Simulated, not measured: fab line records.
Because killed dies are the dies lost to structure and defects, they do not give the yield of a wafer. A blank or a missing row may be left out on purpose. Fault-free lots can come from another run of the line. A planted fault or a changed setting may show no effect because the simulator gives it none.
The tool behind it: which one? / flow n5-finfet / 12 lots with 36 wafers sampled at 2 steps, on a route of 1938 steps

## WHAT EACH GAUGE READ, for each wafer
N5_BEOL_M1_THK_MEAS_01.
lot=L075; measured=day 6 07:10; on=film-metro-01; M1_ILD_THK (nm)=78.0 77.9 79.2
lot=L078; measured=day 6 19:24; on=film-metro-02; M1_ILD_THK (nm)=78.4 79.2 80.0
lot=L079; measured=day 7 05:41; on=film-metro-02; M1_ILD_THK (nm)=77.5 79.3 79.5
lot=L081; measured=day 7 23:10; on=film-metro-01; M1_ILD_THK (nm)=77.9 78.2 80.0
lot=L084; measured=day 8 06:52; on=film-metro-02; M1_ILD_THK (nm)=79.6 77.5 78.9
lot=L085; measured=day 8 17:11; on=film-metro-01; M1_ILD_THK (nm)=78.7 78.7 80.5
lot=L087; measured=day 9 03:35; on=film-metro-01; M1_ILD_THK (nm)=78.1 79.5 80.7
lot=L089; measured=day 9 21:22; on=film-metro-01; M1_ILD_THK (nm)=79.1 78.7 78.3
lot=L091; measured=day 10 02:20; on=film-metro-02; M1_ILD_THK (nm)=77.1 78.4 78.4
lot=L093; measured=day 11 00:00; on=film-metro-02; M1_ILD_THK (nm)=79.2 78.7 78.9
lot=L094; measured=day 11 09:50; on=film-metro-01; M1_ILD_THK (nm)=78.1 78.1 78.6
lot=L097; measured=day 12 02:36; on=film-metro-01; M1_ILD_THK (nm)=77.8 77.2 78.2

## WHICH TOOL RAN EACH LOT (tool, then ch and the chambers of the sampled wafers, then the start)
lot=L075; N5_BEOL_M0_SPUTTER_132=pvd-sputter-02, day 6 05:44
lot=L078; N5_BEOL_M0_SPUTTER_132=pvd-sputter-03, day 6 17:59
lot=L079; N5_BEOL_M0_SPUTTER_132=pvd-sputter-01, day 7 03:55
lot=L081; N5_BEOL_M0_SPUTTER_132=pvd-sputter-02, day 7 21:28
lot=L084; N5_BEOL_M0_SPUTTER_132=pvd-sputter-03, day 8 05:27
lot=L085; N5_BEOL_M0_SPUTTER_132=pvd-sputter-01, day 8 15:25
lot=L087; N5_BEOL_M0_SPUTTER_132=pvd-sputter-02, day 9 02:10
lot=L089; N5_BEOL_M0_SPUTTER_132=pvd-sputter-01, day 9 19:42
lot=L091; N5_BEOL_M0_SPUTTER_132=pvd-sputter-01, day 10 00:22
lot=L093; N5_BEOL_M0_SPUTTER_132=pvd-sputter-01, day 10 21:20
lot=L094; N5_BEOL_M0_SPUTTER_132=pvd-sputter-03, day 11 08:07
lot=L097; N5_BEOL_M0_SPUTTER_132=pvd-sputter-01, day 12 01:03
- N5_BEOL_M0_SPUTTER_132: material Cu, target thk 4 nm, time 7.37 s.

## THE ANSWER, worked out from the rows above alone
Rule: usual is defined by the lots themselves. The widest of any qualifying gaps counts: lots, ordered by their means at a reading, are off when they make up no more than a third of the lots, leave a main group of 4 or more, and stand apart from it by 3 or more times the standard deviation of that group's means. A main group is skipped when, at the precision printed for the reading in the tables above, its means are all equal. A lot without any number at a reading at which 4 lots or more have one is off too. The other lots that the step has rows for count as sound.
Nothing can be told from this: no lot is off at any reading shown.

## WHAT WAS PUT IN BY THE SIMULATOR
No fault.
